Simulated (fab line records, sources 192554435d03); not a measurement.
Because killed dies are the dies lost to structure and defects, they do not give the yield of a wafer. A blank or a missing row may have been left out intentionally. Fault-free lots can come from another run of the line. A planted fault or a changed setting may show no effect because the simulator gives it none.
Which of the tools did it? || flow n5_finfet || 9 lots with 27 wafers sampled at 6 steps, on a route of 1938 steps

== WHAT THE GAUGES SHOWED, per wafer ==
N5_WELL_APT_CD_MEAS_25 targets a cd of 200 nm. Usual: cd_nm 200.4 nm, standard deviation 1.5.
{"lot": "L376", "measured": "day 1 15:12", "on": "cd_sem-01", "cd_nm (nm)": "198.9 198.0 200.6", "flag": ""}
{"lot": "L377", "measured": "day 1 20:43", "on": "cd_sem-03", "cd_nm (nm)": "203.0 200.7 200.8", "flag": ""}
{"lot": "L379", "measured": "day 2 09:11", "on": "cd_sem-03", "cd_nm (nm)": "201.6 200.5 199.3", "flag": ""}
{"lot": "L380", "measured": "day 2 15:14", "on": "cd_sem-02", "cd_nm (nm)": "200.5 200.6 199.7", "flag": ""}
{"lot": "L385", "measured": "day 3 21:32", "on": "cd_sem-02", "cd_nm (nm)": "198.8 200.7 202.5", "flag": ""}
{"lot": "L390", "measured": "day 5 02:53", "on": "cd_sem-03", "cd_nm (nm)": "205.1 206.0 207.2", "flag": "OFF"}
{"lot": "L392", "measured": "day 5 15:26", "on": "cd_sem-03", "cd_nm (nm)": "208.4 205.7 209.0", "flag": "OFF"}
{"lot": "L395", "measured": "day 6 09:30", "on": "cd_sem-01", "cd_nm (nm)": "198.8 199.3 196.8", "flag": ""}
{"lot": "L399", "measured": "day 7 08:53", "on": "cd_sem-02", "cd_nm (nm)": "199.7 200.1 201.9", "flag": ""}

N5_PMOS_HMC_CHANNEL_EPI_THK_MEAS_22. Usual: for HMC_CMP_THK the level is 53.9 nm and the standard deviation is 0.62.
{"lot": "L376", "measured": "day 1 20:02", "on": "film_metro-01", "HMC_CMP_THK (nm)": "53.7 53.0 53.1", "flag": ""}
{"lot": "L377", "measured": "day 2 02:52", "on": "film_metro-02", "HMC_CMP_THK (nm)": "54.5 53.3 53.2", "flag": ""}
{"lot": "L379", "measured": "day 2 13:49", "on": "film_metro-01", "HMC_CMP_THK (nm)": "54.2 53.8 53.2", "flag": ""}
{"lot": "L380", "measured": "day 2 20:20", "on": "film_metro-01", "HMC_CMP_THK (nm)": "55.1 54.5 53.8", "flag": ""}
{"lot": "L385", "measured": "day 4 02:09", "on": "film_metro-02", "HMC_CMP_THK (nm)": "53.6 53.4 53.7", "flag": ""}
{"lot": "L390", "measured": "day 5 07:25", "on": "film_metro-02", "HMC_CMP_THK (nm)": "53.7 54.3 54.3", "flag": ""}
{"lot": "L392", "measured": "day 5 20:35", "on": "film_metro-01", "HMC_CMP_THK (nm)": "53.7 54.5 54.3", "flag": ""}
{"lot": "L395", "measured": "day 6 14:02", "on": "film_metro-02", "HMC_CMP_THK (nm)": "53.6 53.1 53.5", "flag": ""}
{"lot": "L399", "measured": "day 7 13:21", "on": "film_metro-02", "HMC_CMP_THK (nm)": "53.7 53.5 53.8", "flag": ""}

N5_BEOL_M4_RC_MEAS_101. Usual: DIBL_N 36.3 mV/V, standard deviation 1.4; DIBL_P 36.2 mV/V, standard deviation 1.5; IOFF_N 0.160 nA/um, standard deviation 0.021; IOFF_P 0.211 nA/um, standard deviation 0.027; ION_N 676 uA/um, standard deviation 7.7; ION_P 463 uA/um, standard deviation 5.5; SS_N 71.4 mV/dec, standard deviation 0.57; SS_P 73.3 mV/dec, standard deviation 0.58; VT_N 249.3 mV, standard deviation 2.5; VT_P -250.1 mV, standard deviation 2.6.
{"lot": "L376", "measured": "day 7 19:00", "on": "prober-01", "DIBL_N (mV/V)": "34.3 35.3 36.3", "DIBL_P (mV/V)": "34.3 34.4 35.6", "IOFF_N (nA/um)": "0.147 0.144 0.168", "IOFF_P (nA/um)": "0.183 0.182 0.192", "ION_N (uA/um)": "673 667 679", "ION_P (uA/um)": "460 455 460", "SS_N (mV/dec)": "71.0 71.3 72.2", "SS_P (mV/dec)": "73.4 73.5 73.1", "VT_N (mV)": "249.2 251.0 247.8", "VT_P (mV)": "-253.5 -253.1 -251.2", "flag": ""}
{"lot": "L377", "measured": "day 8 13:32", "on": "prober-01", "DIBL_N (mV/V)": "38.2 37.7 39.7", "DIBL_P (mV/V)": "38.3 36.9 38.2", "IOFF_N (nA/um)": "0.174 0.154 0.195", "IOFF_P (nA/um)": "0.251 0.215 0.248", "ION_N (uA/um)": "683 675 675", "ION_P (uA/um)": "471 464 465", "SS_N (mV/dec)": "72.4 72.0 72.0", "SS_P (mV/dec)": "73.7 73.3 73.9", "VT_N (mV)": "248.6 250.5 248.5", "VT_P (mV)": "-245.4 -246.7 -249.7", "flag": ""}
{"lot": "L379", "measured": "day 8 15:43", "on": "prober-02", "DIBL_N (mV/V)": "37.4 37.2 37.6", "DIBL_P (mV/V)": "37.7 36.4 37.6", "IOFF_N (nA/um)": "0.176 0.156 0.172", "IOFF_P (nA/um)": "0.234 0.216 0.230", "ION_N (uA/um)": "681 669 673", "ION_P (uA/um)": "472 460 465", "SS_N (mV/dec)": "71.2 71.7 71.4", "SS_P (mV/dec)": "74.2 74.4 73.6", "VT_N (mV)": "245.6 251.1 246.3", "VT_P (mV)": "-246.2 -246.7 -246.6", "flag": ""}
{"lot": "L380", "measured": "day 8 21:04", "on": "prober-02", "DIBL_N (mV/V)": "37.4 35.2 37.5", "DIBL_P (mV/V)": "38.7 35.6 38.4", "IOFF_N (nA/um)": "0.190 0.150 0.201", "IOFF_P (nA/um)": "0.217 0.176 0.208", "ION_N (uA/um)": "691 671 688", "ION_P (uA/um)": "466 457 466", "SS_N (mV/dec)": "71.3 70.5 71.4", "SS_P (mV/dec)": "72.6 72.5 72.7", "VT_N (mV)": "247.0 248.2 245.2", "VT_P (mV)": "-251.9 -253.0 -251.5", "flag": ""}
{"lot": "L385", "measured": "day 10 06:29", "on": "prober-02", "DIBL_N (mV/V)": "34.5 34.5 34.8", "DIBL_P (mV/V)": "35.8 35.7 36.1", "IOFF_N (nA/um)": "0.155 0.148 0.159", "IOFF_P (nA/um)": "0.194 0.189 0.199", "ION_N (uA/um)": "687 685 690", "ION_P (uA/um)": "471 462 467", "SS_N (mV/dec)": "71.6 71.3 71.2", "SS_P (mV/dec)": "72.5 72.8 73.2", "VT_N (mV)": "249.1 249.6 249.1", "VT_P (mV)": "-251.3 -249.6 -253.2", "flag": ""}
{"lot": "L390", "measured": "day 11 09:58", "on": "prober-01", "DIBL_N (mV/V)": "36.1 36.5 36.4", "DIBL_P (mV/V)": "35.9 35.2 35.9", "IOFF_N (nA/um)": "0.178 0.171 0.180", "IOFF_P (nA/um)": "0.230 0.226 0.238", "ION_N (uA/um)": "679 679 681", "ION_P (uA/um)": "475 467 464", "SS_N (mV/dec)": "72.0 71.3 71.5", "SS_P (mV/dec)": "74.0 73.6 73.9", "VT_N (mV)": "245.3 245.6 246.9", "VT_P (mV)": "-247.7 -244.8 -247.4", "flag": ""}
{"lot": "L392", "measured": "day 12 01:35", "on": "prober-01", "DIBL_N (mV/V)": "38.8 36.8 35.9", "DIBL_P (mV/V)": "38.3 36.7 34.8", "IOFF_N (nA/um)": "0.210 0.172 0.150", "IOFF_P (nA/um)": "0.260 0.236 0.195", "ION_N (uA/um)": "679 685 666", "ION_P (uA/um)": "466 462 452", "SS_N (mV/dec)": "71.5 71.6 71.4", "SS_P (mV/dec)": "73.9 73.6 73.1", "VT_N (mV)": "245.5 248.6 250.7", "VT_P (mV)": "-248.1 -248.9 -251.8", "flag": ""}
{"lot": "L395", "measured": "day 12 12:07", "on": "prober-02", "DIBL_N (mV/V)": "35.1 35.0 34.2", "DIBL_P (mV/V)": "33.6 34.5 33.2", "IOFF_N (nA/um)": "0.140 0.153 0.135", "IOFF_P (nA/um)": "0.178 0.185 0.174", "ION_N (uA/um)": "667 680 668", "ION_P (uA/um)": "459 460 455", "SS_N (mV/dec)": "70.2 71.4 70.4", "SS_P (mV/dec)": "72.8 73.0 72.7", "VT_N (mV)": "251.3 246.7 249.4", "VT_P (mV)": "-250.3 -255.1 -253.7", "flag": ""}
{"lot": "L399", "measured": "day 14 01:29", "on": "prober-01", "DIBL_N (mV/V)": "36.2 35.2 37.5", "DIBL_P (mV/V)": "36.6 34.4 37.0", "IOFF_N (nA/um)": "0.155 0.125 0.157", "IOFF_P (nA/um)": "0.221 0.181 0.228", "ION_N (uA/um)": "673 660 673", "ION_P (uA/um)": "465 451 460", "SS_N (mV/dec)": "71.6 70.8 71.8", "SS_P (mV/dec)": "74.1 73.0 74.3", "VT_N (mV)": "250.7 253.3 250.6", "VT_P (mV)": "-249.9 -250.6 -249.8", "flag": ""}

== TOOL THAT RAN EACH LOT (tool first, then ch and the chambers of the sampled wafers, then the start) ==
{"lot": "L376", "N5_ZERO_LAYER_ETCH_17": "rie_diel-03 ch 0,1,3, day 1 12:56", "N5_WELL_APT_PEB_23": "litho_track-02 ch 0, day 1 15:05", "N5_PMOS_HMC_CHANNEL_EPI_ETCH_38": "rie_si-04 ch 0,1,3, day 1 17:49"}
{"lot": "L377", "N5_ZERO_LAYER_ETCH_17": "rie_diel-01 ch 1,2,3, day 1 18:43", "N5_WELL_APT_PEB_23": "litho_track-05 ch 0, day 1 20:35", "N5_PMOS_HMC_CHANNEL_EPI_ETCH_38": "rie_si-01 ch 1,3, day 2 01:02"}
{"lot": "L379", "N5_ZERO_LAYER_ETCH_17": "rie_diel-02 ch 1,2,3, day 2 06:53", "N5_WELL_APT_PEB_23": "litho_track-03 ch 0, day 2 09:04", "N5_PMOS_HMC_CHANNEL_EPI_ETCH_38": "rie_si-04 ch 0,2,3, day 2 12:00"}
{"lot": "L380", "N5_ZERO_LAYER_ETCH_17": "rie_diel-03 ch 1,3, day 2 13:08", "N5_WELL_APT_PEB_23": "litho_track-03 ch 0, day 2 15:07", "N5_PMOS_HMC_CHANNEL_EPI_ETCH_38": "rie_si-01 ch 0,1,2, day 2 18:07"}
{"lot": "L385", "N5_ZERO_LAYER_ETCH_17": "rie_diel-01 ch 0,3, day 3 18:43", "N5_WELL_APT_PEB_23": "litho_track-02 ch 0, day 3 21:25", "N5_PMOS_HMC_CHANNEL_EPI_ETCH_38": "rie_si-02 ch 2,3, day 4 00:20"}
{"lot": "L390", "N5_ZERO_LAYER_ETCH_17": "rie_diel-02 ch 0,1,3, day 5 00:47", "N5_WELL_APT_PEB_23": "litho_track-03 ch 0, day 5 02:46", "N5_PMOS_HMC_CHANNEL_EPI_ETCH_38": "rie_si-01 ch 1,2,3, day 5 05:35"}
{"lot": "L392", "N5_ZERO_LAYER_ETCH_17": "rie_diel-02 ch 0,2,3, day 5 12:52", "N5_WELL_APT_PEB_23": "litho_track-03 ch 0, day 5 15:19", "N5_PMOS_HMC_CHANNEL_EPI_ETCH_38": "rie_si-04 ch 0,2,3, day 5 18:21"}
{"lot": "L395", "N5_ZERO_LAYER_ETCH_17": "rie_diel-01 ch 0,2,3, day 6 06:50", "N5_WELL_APT_PEB_23": "litho_track-05 ch 0, day 6 09:23", "N5_PMOS_HMC_CHANNEL_EPI_ETCH_38": "rie_si-02 ch 2,3, day 6 12:12"}
{"lot": "L399", "N5_ZERO_LAYER_ETCH_17": "rie_diel-03 ch 0,1,3, day 7 06:43", "N5_WELL_APT_PEB_23": "litho_track-02 ch 0, day 7 08:46", "N5_PMOS_HMC_CHANNEL_EPI_ETCH_38": "rie_si-02 ch 0,1, day 7 11:32"}
- N5_ZERO_LAYER_ETCH_17: etches SiO2 in CF4, target depth 12 nm, time 13.3 s.
- N5_WELL_APT_PEB_23: peb time 90 s.
- N5_PMOS_HMC_CHANNEL_EPI_ETCH_38: etches SiO2 in CF4, target depth 1.5 nm.

== AS READ BY THE TOOLS THEMSELVES (means over the sampled wafers that have a number; for cases with no such wafer, the mark the record gives instead) ==
N5_ZERO_LAYER_ETCH_17. Usual: chamber_pressure_mTorr 40.00 mTorr, standard deviation 0.037; drypump_motor_current_A 5.6 A, standard deviation 0.48; oes_product_au 0.81 a.u., standard deviation 0.086; rf_vpp_V 950 V, standard deviation 4; showerhead_plenum_p_Torr 2.17 Torr, standard deviation 0.064; throttle_valve_pct 15.60 %, standard deviation 0.27.
{"lot": "L376", "tool": "rie_diel-03", "chamber_pressure_mTorr (mTorr)": 40.01, "drypump_motor_current_A (A)": 6.0, "oes_product_au (a.u.)": 0.73, "rf_vpp_V (V)": 951, "showerhead_plenum_p_Torr (Torr)": 2.18, "throttle_valve_pct (%)": 15.66, "flag": ""}
{"lot": "L377", "tool": "rie_diel-01", "chamber_pressure_mTorr (mTorr)": 39.97, "drypump_motor_current_A (A)": 5.3, "oes_product_au (a.u.)": 0.81, "rf_vpp_V (V)": 950, "showerhead_plenum_p_Torr (Torr)": 2.15, "throttle_valve_pct (%)": 15.56, "flag": ""}
{"lot": "L379", "tool": "rie_diel-02", "chamber_pressure_mTorr (mTorr)": 40.00, "drypump_motor_current_A (A)": 5.3, "oes_product_au (a.u.)": 0.77, "rf_vpp_V (V)": 948, "showerhead_plenum_p_Torr (Torr)": 2.15, "throttle_valve_pct (%)": 15.81, "flag": ""}
{"lot": "L380", "tool": "rie_diel-03", "chamber_pressure_mTorr (mTorr)": 40.01, "drypump_motor_current_A (A)": 6.3, "oes_product_au (a.u.)": 0.75, "rf_vpp_V (V)": 953, "showerhead_plenum_p_Torr (Torr)": 2.21, "throttle_valve_pct (%)": 15.73, "flag": ""}
{"lot": "L385", "tool": "rie_diel-01", "chamber_pressure_mTorr (mTorr)": 40.01, "drypump_motor_current_A (A)": 5.6, "oes_product_au (a.u.)": 0.94, "rf_vpp_V (V)": 953, "showerhead_plenum_p_Torr (Torr)": 2.23, "throttle_valve_pct (%)": 15.53, "flag": ""}
{"lot": "L390", "tool": "rie_diel-02", "chamber_pressure_mTorr (mTorr)": 40.00, "drypump_motor_current_A (A)": 5.6, "oes_product_au (a.u.)": 0.73, "rf_vpp_V (V)": 952, "showerhead_plenum_p_Torr (Torr)": 2.19, "throttle_valve_pct (%)": 15.73, "flag": ""}
{"lot": "L392", "tool": "rie_diel-02", "chamber_pressure_mTorr (mTorr)": 39.99, "drypump_motor_current_A (A)": 5.4, "oes_product_au (a.u.)": 0.77, "rf_vpp_V (V)": 951, "showerhead_plenum_p_Torr (Torr)": 2.18, "throttle_valve_pct (%)": 15.59, "flag": ""}
{"lot": "L395", "tool": "rie_diel-01", "chamber_pressure_mTorr (mTorr)": 39.98, "drypump_motor_current_A (A)": 5.4, "oes_product_au (a.u.)": 0.89, "rf_vpp_V (V)": 950, "showerhead_plenum_p_Torr (Torr)": 2.18, "throttle_valve_pct (%)": 15.50, "flag": ""}
{"lot": "L399", "tool": "rie_diel-03", "chamber_pressure_mTorr (mTorr)": 40.00, "drypump_motor_current_A (A)": 6.0, "oes_product_au (a.u.)": 0.88, "rf_vpp_V (V)": 950, "showerhead_plenum_p_Torr (Torr)": 2.16, "throttle_valve_pct (%)": 15.42, "flag": ""}

N5_WELL_APT_PEB_23. Usual: exhaust_pa 45.1 Pa, standard deviation 0.83.
{"lot": "L376", "tool": "litho_track-02", "exhaust_pa (Pa)": 44.7, "flag": ""}
{"lot": "L377", "tool": "litho_track-05", "exhaust_pa (Pa)": 46.1, "flag": ""}
{"lot": "L379", "tool": "litho_track-03", "exhaust_pa (Pa)": 45.2, "flag": ""}
{"lot": "L380", "tool": "litho_track-03", "exhaust_pa (Pa)": 45.5, "flag": ""}
{"lot": "L385", "tool": "litho_track-02", "exhaust_pa (Pa)": 45.2, "flag": ""}
{"lot": "L390", "tool": "litho_track-03", "exhaust_pa (Pa)": 45.0, "flag": ""}
{"lot": "L392", "tool": "litho_track-03", "exhaust_pa (Pa)": 44.8, "flag": ""}
{"lot": "L395", "tool": "litho_track-05", "exhaust_pa (Pa)": 44.9, "flag": ""}
{"lot": "L399", "tool": "litho_track-02", "exhaust_pa (Pa)": 45.6, "flag": ""}

N5_PMOS_HMC_CHANNEL_EPI_ETCH_38. Usual: chamber_pressure_mTorr 10.000 mTorr, standard deviation 0.0088; drypump_motor_current_A 5.6 A, standard deviation 0.57; oes_product_au 1.006 a.u., standard deviation 0.019; throttle_valve_pct 21.73 %, standard deviation 0.15.
{"lot": "L376", "tool": "rie_si-04", "chamber_pressure_mTorr (mTorr)": 10.004, "drypump_motor_current_A (A)": 5.5, "oes_product_au (a.u.)": 1.020, "throttle_valve_pct (%)": 21.74, "flag": ""}
{"lot": "L377", "tool": "rie_si-01", "chamber_pressure_mTorr (mTorr)": 9.993, "drypump_motor_current_A (A)": 5.7, "oes_product_au (a.u.)": 0.996, "throttle_valve_pct (%)": 21.59, "flag": ""}
{"lot": "L379", "tool": "rie_si-04", "chamber_pressure_mTorr (mTorr)": 9.995, "drypump_motor_current_A (A)": 5.3, "oes_product_au (a.u.)": 1.011, "throttle_valve_pct (%)": 21.78, "flag": ""}
{"lot": "L380", "tool": "rie_si-01", "chamber_pressure_mTorr (mTorr)": 10.003, "drypump_motor_current_A (A)": 5.8, "oes_product_au (a.u.)": 1.003, "throttle_valve_pct (%)": 21.60, "flag": ""}
{"lot": "L385", "tool": "rie_si-02", "chamber_pressure_mTorr (mTorr)": 9.996, "drypump_motor_current_A (A)": 5.4, "oes_product_au (a.u.)": 0.980, "throttle_valve_pct (%)": 21.79, "flag": ""}
{"lot": "L390", "tool": "rie_si-01", "chamber_pressure_mTorr (mTorr)": 9.997, "drypump_motor_current_A (A)": 5.6, "oes_product_au (a.u.)": 1.014, "throttle_valve_pct (%)": 21.67, "flag": ""}
{"lot": "L392", "tool": "rie_si-04", "chamber_pressure_mTorr (mTorr)": 10.003, "drypump_motor_current_A (A)": 5.3, "oes_product_au (a.u.)": 1.014, "throttle_valve_pct (%)": 21.77, "flag": ""}
{"lot": "L395", "tool": "rie_si-02", "chamber_pressure_mTorr (mTorr)": 10.000, "drypump_motor_current_A (A)": 5.4, "oes_product_au (a.u.)": 0.982, "throttle_valve_pct (%)": 21.78, "flag": ""}
{"lot": "L399", "tool": "rie_si-02", "chamber_pressure_mTorr (mTorr)": 10.000, "drypump_motor_current_A (A)": 5.8, "oes_product_au (a.u.)": 0.994, "throttle_valve_pct (%)": 21.88, "flag": ""}

== THE ANSWER, worked out from the rows above alone ==
Rule: a lot is off if the mean of its wafers that have a number lies more than 3 standard deviations from the usual mean. A lot without any number at a reading at which 4 lots or more have one is off too. Where the step has rows for the other lots, those lots are counted as sound. First the gauges in route order, then the tools' own readings, where a lot's mean is used as printed above. The first step at which some lot is off is used, and at that step the reading that is off furthest; a lot without a number counts as furthest.
Off at N5_WELL_APT_CD_MEAS_25 (cd_nm): L390, L392.
If a tool, at a process step before that reading, ran all the lots that are off and no sound lot after the first of them, it fits. The gauges at N5_WELL_APT_CD_MEAS_25 are tried like those tools. Can't be told from this: 3 tools fit, rie_diel-02 at N5_ZERO_LAYER_ETCH_17, litho_track-03 at N5_WELL_APT_PEB_23, cd_sem-03 at N5_WELL_APT_CD_MEAS_25.

== WHAT THE SIMULATOR PUT IN ==
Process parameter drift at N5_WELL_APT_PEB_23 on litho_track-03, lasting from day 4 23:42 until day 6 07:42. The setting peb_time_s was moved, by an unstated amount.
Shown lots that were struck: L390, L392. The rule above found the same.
